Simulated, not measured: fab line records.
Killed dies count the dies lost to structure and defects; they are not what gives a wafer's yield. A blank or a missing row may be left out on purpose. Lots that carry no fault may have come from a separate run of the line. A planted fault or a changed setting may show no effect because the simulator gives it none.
Split-lot trial -- flow n5-finfet -- 39 wafers read across 7 lots, on a route 1938 steps long

THE SPLIT
At N5_BEOL_M4_ALD_98 (deposits SiO2, target thk 2.5 nm, pulse time 1 s, co reactant pulse time 1 s), the setting ald-cycles was moved away from the recipe's 17 on 18 of the 39 wafers read, by -17.6% to +47.1%. The other wafers ran this setting at the recipe's value.

The split's own step is where the reading is taken.

THE READING
SiO2_of_BEOL_M4_ALD_98.thk-nm (the simulator's own value, which no gauge read), in nm, at N5_BEOL_M4_ALD_98 (deposits SiO2, target thk 2.5 nm, pulse time 1 s, co reactant pulse time 1 s). The file does not state a usual value for it. Average 2.5 nm, standard deviation 0.09 nm, over the 21 wafers here run with the recipe.

wafer,"tool, chamber at the split",ald-cycles as run,against the recipe,"SiO2_of_BEOL_M4_ALD_98.thk-nm, nm",against lot-mates on the recipe
L074.1,"ald-sin-02, 1,3",25,+47.1%,3.6,+1.0
L074.2,"ald-sin-02, 1,3",25,+47.1%,3.6,+1.0
L074.3,"ald-sin-02, 2,0,3",17,recipe,2.6,-
L074.4,"ald-sin-02, 2,0,3",17,recipe,2.6,-
L074.6,"ald-sin-02, 2,0,3",17,recipe,2.6,-
L074.5,"ald-sin-02, 2",25,+47.1%,3.8,+1.2
L076.1,"ald-sin-04, 1,0,1",25,+47.1%,3.6,+1.1
L076.4,"ald-sin-04, 1,0,1",25,+47.1%,3.6,+1.1
L076.5,"ald-sin-04, 1,0,1",25,+47.1%,3.6,+1.1
L076.2,"ald-sin-04, 3",17,recipe,2.4,-
L076.3,"ald-sin-04, 2,0",17,recipe,2.6,-
L076.6,"ald-sin-04, 2,0",17,recipe,2.6,-
L080.1,"ald-sin-02, 0,3,1",17,recipe,2.6,-
L080.2,"ald-sin-02, 0,3,1",17,recipe,2.6,-
L080.4,"ald-sin-02, 0,3,1",17,recipe,2.6,-
L080.3,"ald-sin-02, 2,2,1",14,-17.6%,2,-0.6
L080.5,"ald-sin-02, 2,2,1",14,-17.6%,2,-0.6
L080.6,"ald-sin-02, 2,2,1",14,-17.6%,2,-0.6
L091.1,"ald-sin-04, 0,3",17,recipe,2.4,-
L091.4,"ald-sin-04, 0,3",17,recipe,2.4,-
L091.2,"ald-sin-04, 1,2,0",24,+41.2%,3.6,+1.1
L091.3,"ald-sin-04, 1,2,0",24,+41.2%,3.6,+1.1
L091.5,"ald-sin-04, 1,2,0",24,+41.2%,3.6,+1.1
L091.6,"ald-sin-04, 1",17,recipe,2.6,-
L090.1,"ald-sin-02, 3,3,2",17,recipe,2.6,-
L090.4,"ald-sin-02, 3,3,2",17,recipe,2.6,-
L090.5,"ald-sin-02, 3,3,2",17,recipe,2.6,-
L090.2,"ald-sin-02, 0,2,0",14,-17.6%,2,-0.6
L090.3,"ald-sin-02, 0,2,0",14,-17.6%,2,-0.6
L090.6,"ald-sin-02, 0,2,0",14,-17.6%,2,-0.6
L093.1,"ald-sin-01, 2,3",17,recipe,2.6,-
L093.3,"ald-sin-01, 2,3",17,recipe,2.6,-
L093.2,"ald-sin-01, 0,1,0",22,+29.4%,3.2,+0.7
L093.5,"ald-sin-01, 0,1,0",22,+29.4%,3.2,+0.7
L093.6,"ald-sin-01, 0,1,0",22,+29.4%,3.2,+0.7
L093.4,"ald-sin-01, 1",17,recipe,2.4,-
L096.1,"ald-sin-04, 3,2",17,recipe,2.4,-
L096.4,"ald-sin-04, 3,2",17,recipe,2.4,-
L096.5,"ald-sin-04, 2",17,recipe,2.6,-
If several chambers appear in one row, that row covers several wafers at once and the file leaves open which wafer was in which chamber.

FIT RESULTS
A straight line over all 39 wafers: SiO2_of_BEOL_M4_ALD_98.thk-nm changes by +0.0248 nm for each +1% of ald-cycles; r = +0.99; the points scatter about the line by 0.088 nm.
The same after taking each lot's own level away (the mean of its wafers on the recipe; 39 wafers): +0.0254 nm for each +1%; r = +0.99; scatter 0.096 nm.
Per that fit: largest ald-cycles move, reading shift of 1.2 nm.
From 2.47 to 2.60 nm: that is the span of the lots' own levels, equal to 1.5 times the standard deviation above.
Hence the lot-to-lot level has little effect on the slope; both slopes agree.
Check: with one of the wafers moved furthest among these (+47.1%) left out of the fit, the line predicts +1.17 nm for it against its lot-mates. Against them it came out at +1 nm.

FILE'S OWN FIT
SiO2_of_BEOL_M4_ALD_98.thk-nm changes by +0.0247 nm for each +1% of ald-cycles, r = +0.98.
